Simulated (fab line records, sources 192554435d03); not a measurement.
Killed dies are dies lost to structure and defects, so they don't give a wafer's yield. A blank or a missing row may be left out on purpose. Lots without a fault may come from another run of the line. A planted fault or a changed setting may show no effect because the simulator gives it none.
A struck lot beside a sound one | flow n5_finfet | 40 steps out of a route of 1938
Sound: wafers L907.1, L907.3, L907.6. Struck: wafer L913.6. (L913.4 of the same lot was not struck and is left out.) The cause comes at the end.
At each step with rows: each side's tool, then ch and its chambers, then its first start. Under that, the readings that differ: sound wafers | struck wafers | difference of the means | sigmas: that difference in standard deviations of wafers without a fault.
alike: readings whose means differ by less than 2 such deviations, and words and numbers that are the same on both sides. not compared: withheld readings, readings that some wafer has no value for, bounds like >300 that may hide the same value, and numbers for which the record gives no deviation and whose values overlap.
The two part at a step that has a row with sigmas, a row that says differs or no value, or rows on one side only. Numbers that don't overlap but have no deviation are shown without sigmas and don't part them. A reading that every wafer of one side lacks parts them only if that side has two wafers or more.

first, 9 steps without rows for these wafers: N5_STI_FIN_REVEAL_SRD_23 (time 30 s); N5_STI_FIN_REVEAL_PRECLEAN_18 (cleans in SC2, time 45 s); N5_STI_FIN_REVEAL_SRD_28 (time 30 s); N5_DUMMY_GATE_PRECLEAN_00 (cleans in O3/DIW, time 60 s); N5_DUMMY_GATE_SRD_01 (time 30 s); N5_DUMMY_GATE_ALD_02 (deposits SiO2, target thk 2 nm, pulse time 1 s); N5_DUMMY_GATE_CVD_03 (deposits a-Si from SiH4, target thk 150 nm, time 8042 s); N5_DUMMY_GATE_PRECLEAN_46 (cleans in DIW, time 89.5 s); N5_DUMMY_GATE_SRD_47 (dry time 32 s).
N5_DUMMY_GATE_CMP_04: polishes a-Si.
  sound on cmp-03 ch 1,2,3, day 3 10:10; struck on cmp-03 ch 0, day 4 18:44
  reading                                     | sound          | struck | difference | sigmas
  time_to_endpoint_s (s)                      | 15.5 11.8 12.4 | 17.7   | +4.5       | +2
  model.a-Si_of_DUMMY_GATE_CVD_03.thk_nm (nm) | 73.2 72.4 73.6 | 100.2  | +27.1      |
  alike: edge_zone_pressure_frac, motor_current_A
N5_DUMMY_GATE_THK_MEAS_05:
  sound on film_metro-01, day 3 10:25; struck on film_metro-02, day 4 18:53
  reading     | sound          | struck | difference | sigmas
  thk_nm (nm) | 73.1 72.4 73.5 | 100.3  | +27.3      | +28
then, 24 steps without rows for these wafers: N5_DUMMY_GATE_HM_DEP_06 (deposits SiNx from DCS/NH3, target thk 80 nm, time 5141 s); N5_DUMMY_GATE_PECVD_30 (deposits SiO2 from TEOS/O2, target thk 55 nm, time 10.8 s); N5_DUMMY_GATE_COAT_34 (time 60 s, resist thk 60 nm); N5_DUMMY_GATE_COAT_35 (time 60 s, resist thk 10 nm); N5_DUMMY_GATE_COAT_28 (time 60 s, resist thk 10 nm); N5_DUMMY_GATE_COAT_09 (resist thk 30 nm); N5_DUMMY_GATE_EBR_11; N5_DUMMY_GATE_SOFTBAKE_10 (time 60 s); N5_DUMMY_GATE_EXPOSE_12 (exposes mask GATE, target cd 25 nm); N5_DUMMY_GATE_PEB_13 (peb time 60 s); N5_DUMMY_GATE_DEVELOP_14 (develop time 30 s); N5_DUMMY_GATE_DESCUM_20 (chemistry O2, time 6.2 s); N5_DUMMY_GATE_ETCH_29 (etches underlayer in N2/H2, target depth 13 nm); N5_DUMMY_GATE_ETCH_36 (etches SiARC in CF4, target depth 13 nm); N5_DUMMY_GATE_ETCH_37 (etches SOC in N2/H2, target depth 60 nm, overetch 30 nm); N5_DUMMY_GATE_STRIP_38 (strips in N2/H2); N5_DUMMY_GATE_STRIP_39 (strips in N2/H2); N5_DUMMY_GATE_TRIM_49 (chemistry O2, time 29 s, target cd 14 nm); N5_DUMMY_GATE_STRIP_40 (strips in CF4); N5_DUMMY_GATE_ETCH_31 (etches SiO2 in C4F6/O2, target depth 82.5 nm, time 27.5 s); N5_DUMMY_GATE_STRIP_41 (strips in O2); N5_DUMMY_GATE_HM_OPEN_21 (chemistry CH3F/O2, target SiNx, target depth 120 nm, time 171.4 s); N5_DUMMY_GATE_ETCH_32 (etches SiO2 in CF4, target depth 3.5 nm, time 3.9 s); N5_DUMMY_GATE_ETCH_23 (etches poly-Si in HBr/Cl2/O2, target depth 41 nm, time 22.3 s).
N5_DUMMY_GATE_ETCH_44: etches poly-Si in HBr/O2, stops on SiO2, target depth 127.5 nm.
  sound on rie_si-05 ch 2,3, day 3 15:58; struck on rie_si-03 ch 2, day 5 00:38
  reading                                | sound             | struck | difference | sigmas
  oes_product_au (a.u.)                  | 0.748 0.720 0.760 | 0.861  | +0.118     | +10
  model.DUMMY_GATE.feature_depth_nm (nm) | 73.2 72.4 73.6    | 100.2  | +27.1      |
  model.etch.depth_nm (nm)               | 73.1 72.4 73.52   | 100.2  | +27.2      |
  alike: O2_flow_sccm, bias_w, chamber_pressure_mTorr, drypump_motor_current_A, throttle_valve_pct
  not compared: rf_hours_counter_h
N5_SDB_THK_MEAS_31:
  sound on film_metro-01, day 4 14:02; struck on film_metro-01, day 6 00:29
  reading      | sound          | struck | difference | sigmas
  SDB_THK (nm) | 65.3 64.7 65.8 | 92.5   | +27.2      | +28
N5_DUMMY_REMOVAL_HM_STRIP_01: strips SiNx in CH3F/O2, stops on poly-Si, target depth 4 nm, time 6.8 s.
  sound on rie_diel-05 ch 1,2, day 4 14:22; struck on rie_diel-04 ch 1, day 6 00:38
  reading                                     | sound             | struck | difference | sigmas
  showerhead_plenum_p_Torr (Torr)             | 2.12 2.13 2.12    | 1.96   | -0.16      | -2
  throttle_valve_pct (%)                      | 16.10 16.01 16.11 | 16.57  | +0.50      | +3
  model.a-Si_of_DUMMY_GATE_CVD_03.thk_nm (nm) | 65.4 64.6 65.8    | 92.4   | +27.1      |
  alike: O2_flow_sccm, bias_w, chamber_pressure_mTorr, drypump_motor_current_A, mfc_ar_sccm, oes_product_au, rf_vpp_V
  not compared: rf_hours_counter_h
-- the record jumps here: 4 days lie between the struck wafers' starts before and after (it left off in module DUMMY_REMOVAL and takes up again in module BEOL_M4, whose first step shown is number 1111 of the route) --
N5_BEOL_M4_RC_MEAS_101:
  sound on prober-01 ch 0, day 8 17:27; struck on prober-01 ch 0, day 10 11:40
  reading   | sound          | struck | difference | sigmas
  VT_P (mV) | -249 -252 -253 | -243   | +8         | +3
  alike: DIBL_N, DIBL_P, IOFF_N, IOFF_P, ION_N, ION_P, SS_N, SS_P, VT_N
-- the record jumps here: 4 days lie between the struck wafers' starts before and after (it left off in module BEOL_M4 and takes up again in module PASSIVATION, whose first step shown is number 1936 of the route) --
N5_PASSIVATION_PROBE_49:
  the record has rows for the struck wafers here (prober-01, day 14 08:36) and none for the sound ones

WHERE THEY PART
First at N5_DUMMY_GATE_CMP_04; last, within this record, at N5_PASSIVATION_PROBE_49.

WHY: what the simulator had put in
Process parameter drift: cmp-03, from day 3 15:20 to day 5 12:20, at N5_DUMMY_GATE_CMP_04. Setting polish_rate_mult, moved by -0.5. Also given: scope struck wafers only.
